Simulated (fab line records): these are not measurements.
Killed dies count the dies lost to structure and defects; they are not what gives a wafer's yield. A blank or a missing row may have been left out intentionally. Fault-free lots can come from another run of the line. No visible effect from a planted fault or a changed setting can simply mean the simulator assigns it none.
Split-lot trial    flow n5-finfet    7 lots, 21 wafers read, on a route of 1938 steps

## ABOUT THE SPLIT
At N5_BEOL_M9_DESCUM_16 (chemistry O2, time 7.9 s), the setting time-s was moved away from the recipe's 7.9 s on 5 of the 21 wafers read, by -11.3% to +18.3%. All remaining wafers had this setting at the recipe value.

No step appears in the file between the split and the reading.

## THE READING
CAR-ArF_of_BEOL_M9_COAT_05.thk-nm (the simulator's own value, which no gauge read), in nm, at N5_BEOL_M9_ETCH_61 (etches SiARC in CF4, target depth 39 nm, time 65 s). No usual value for it is given in the file. The 16 wafers here that ran the recipe average 55.6 nm, standard deviation 0.23 nm.

wafer   tool, chamber at the split  time-s as run, s  against the recipe  CAR-ArF_of_BEOL_M9_COAT_05.thk-nm, nm  against lot-mates on the recipe
L077.2  rie-diel-06, 3              7.004             -11.3%              56                                     +0.7
L077.3  rie-diel-06, 2              7.9               recipe              55.2                                   -
L077.5  rie-diel-06, 1              7.9               recipe              55.4                                   -
L078.2  rie-diel-04, 2,0            7.26              -8.1%               56                                     +0.2
L078.3  rie-diel-04, 2,0            7.26              -8.1%               56.2                                   +0.4
L078.5  rie-diel-04, 0              7.9               recipe              55.8                                   -
L080.2  rie-diel-06, 3,0            7.9               recipe              55.4                                   -
L080.3  rie-diel-06, 3,0            7.9               recipe              55.4                                   -
L080.4  rie-diel-06, 2              7.9               recipe              55.2                                   -
L079.3  rie-diel-04, 0,2            7.9               recipe              55.6                                   -
L079.4  rie-diel-04, 0,2            7.9               recipe              55.6                                   -
L079.6  rie-diel-04, 0              7.9               recipe              55.4                                   -
L086.1  rie-diel-04, 3,1            7.9               recipe              56                                     -
L086.2  rie-diel-04, 3,1            7.9               recipe              55.8                                   -
L086.3  rie-diel-04, 0              7.9               recipe              55.6                                   -
L090.3  rie-diel-04, 1              7.9               recipe              55.6                                   -
L090.5  rie-diel-04, 3,0            7.9               recipe              55.8                                   -
L090.6  rie-diel-04, 3,0            7.9               recipe              55.8                                   -
L091.1  rie-diel-02, 1              9.342             +18.3%              54.8                                   -1.0
L091.4  rie-diel-02, 0              9.342             +18.3%              54.4                                   -1.4
L091.6  rie-diel-02, 2              7.9               recipe              55.8                                   -
Where a row lists several chambers, the file gives one row for several wafers and doesn't say which wafer went through which chamber.

THE FIT
A straight line over all 21 wafers: CAR-ArF_of_BEOL_M9_COAT_05.thk-nm changes by -0.0529 nm for each +1% of time-s; r = -0.85; the points scatter about the line by 0.23 nm.
The same after taking each lot's own level away (the mean of its wafers on the recipe; 21 wafers): -0.0609 nm for each +1%; r = -0.95; scatter 0.14 nm.
The reading moves by 1.1 nm for the largest change in time-s, on that fit.
Across the lots, their own levels run from 55.30 to 55.80 nm, a range of 2.2 times the standard deviation given above.
Hence the slope depends on the lot-to-lot level, as the two fits are not the same.
Check: with one of the wafers moved furthest among these (+18.3%) left out of the fit, the line predicts -1.23 nm for it against its lot-mates. It came out at -1 nm against them.

## OTHER SPLITS ON THESE WAFERS
Other splits were also applied to these wafers ahead of the reading. Each is held against what the fit with the lots' levels taken away leaves over:
other split on the same wafers     wafers away from the commonest value  r with CAR-ArF_of_BEOL_M9_COAT_05.thk-nm (lot level and that fit taken away)
N5_BEOL_M8_ETCH_61 bias-w          4                                     -0.22
N5_BEOL_M8_ETCH_62 source-w        6                                     -0.06
N5_BEOL_M9_HM_DEP_02 target-thk-a  10                                    +0.37

## THE WHOLE CHAIN: every reading that the file lists as answering this split, in the file's order
step                  what it does                                        reading                                                                             change (the file's fit)                 r (the file's)
N5_BEOL_M9_DESCUM_16  chemistry O2, time 7.9 s                            CAR-ArF_of_BEOL_M9_COAT_05.thk-nm (the simulator's own value, which no gauge read)  -0.055 nm for each +1% of the setting   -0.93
N5_BEOL_M9_ETCH_61    etches SiARC in CF4, target depth 39 nm, time 65 s  CAR-ArF_of_BEOL_M9_COAT_05.thk-nm (the simulator's own value, which no gauge read)  -0.0612 nm for each +1% of the setting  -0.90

## THE FILE'S OWN FIT
CAR-ArF_of_BEOL_M9_COAT_05.thk-nm changes by -0.0612 nm for each +1% of time-s, r = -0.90.
